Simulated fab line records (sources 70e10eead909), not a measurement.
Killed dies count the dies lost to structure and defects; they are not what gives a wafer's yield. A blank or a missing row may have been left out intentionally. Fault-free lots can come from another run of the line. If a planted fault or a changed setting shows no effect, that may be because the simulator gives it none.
Comparing a struck lot with a sound one + flow nand_harc + 14 out of 1159 route steps
Sound: wafers L749.1, L749.2, L749.4. Struck: wafer L755.5. The cause is given at the end.
At each step with rows: each side's tool, then ch and its chambers, then its first start. Under that, the readings that differ: sound wafers + struck wafers + difference of the means + sigmas: that difference in standard deviations of wafers without a fault.
alike: words and numbers the same on both sides, and readings whose means are apart by under 2 such deviations; not compared: readings that were withheld, readings missing a value for some wafer, numbers with overlapping values and no deviation given by the record, and bounds like >300 which may hide the same value.
Wherever a step has rows on one side only, a row that says differs or no value, or a row with sigmas, the two part there. Numbers that don't overlap but have no deviation are shown without sigmas and don't part them. A reading that every wafer of one side lacks parts them only if that side has two wafers or more.

first, 10 steps without rows for these wafers: NHARC_A_STAIRCASE_SRD_174; NHARC_A_STAIRCASE_DEHYDRATE_01 (time 120 s); NHARC_A_STAIRCASE_HMDS_02 (time 30 s); NHARC_A_STAIRCASE_COAT_03; NHARC_A_STAIRCASE_SOFTBAKE_04 (time 170 s); NHARC_A_STAIRCASE_EBR_05; NHARC_A_STAIRCASE_EXPOSE_06 (exposes mask STAIR); NHARC_A_STAIRCASE_PEB_07 (peb time 130 s); NHARC_A_STAIRCASE_DEVELOP_08 (time 140 s); NHARC_A_STAIRCASE_HARDBAKE_10 (time 140 s).
NHARC_A_STAIRCASE_DESCUM_11: chemistry O2, time 3 s.
  sound on rie_diel-11 ch 0,2,3, day 11 19:44; struck on rie_diel-11 ch 3, day 12 19:56
| reading               | sound             | struck | difference | sigmas |
|-----------------------|-------------------|--------|------------|--------|
| oes_product_au (a.u.) | 1.009 0.988 1.008 | 0.979  | -0.023     | -2     |
  alike: drypump_motor_current_A, mfc_ar_sccm, rf_vpp_V, showerhead_plenum_p_Torr, throttle_valve_pct
  not compared: rf_hours_counter_h
NHARC_A_STAIRCASE_TRIM_12: chemistry O2, time 211.2 s.
  sound on rie_diel-11 ch 0,1,3, day 11 19:52; struck on rie_diel-11 ch 0, day 12 20:03
| reading               | sound             | struck | difference | sigmas |
|-----------------------|-------------------|--------|------------|--------|
| oes_product_au (a.u.) | 1.007 0.995 0.997 | 1.225  | +0.225     | +23    |
| rf_vpp_V (V)          | 57.3 57.0 58.5    | 59.7   | +2.1       | +3     |
  alike: drypump_motor_current_A, mfc_ar_sccm, showerhead_plenum_p_Torr, throttle_valve_pct
  not compared: rf_hours_counter_h
NHARC_A_STAIRCASE_ETCH_13: etches the open film in C4F8/O2, target depth 100 nm, time 40.5 s.
  sound on rie_diel-11 ch 0,1,2; struck on rie_diel-11 ch 3
| reading      | sound       | struck | difference | sigmas |
|--------------|-------------|--------|------------|--------|
| rf_vpp_V (V) | 890 888 890 | 901    | +12        | +2     |
  alike: oes_product_au
  not compared: rf_hours_counter_h
then, 1 step without rows for these wafers: NHARC_END_SORT_01.

WHERE THEY PART
First at NHARC_A_STAIRCASE_DESCUM_11; last, within this record, at NHARC_A_STAIRCASE_ETCH_13.

WHY: what had been put in by the simulator
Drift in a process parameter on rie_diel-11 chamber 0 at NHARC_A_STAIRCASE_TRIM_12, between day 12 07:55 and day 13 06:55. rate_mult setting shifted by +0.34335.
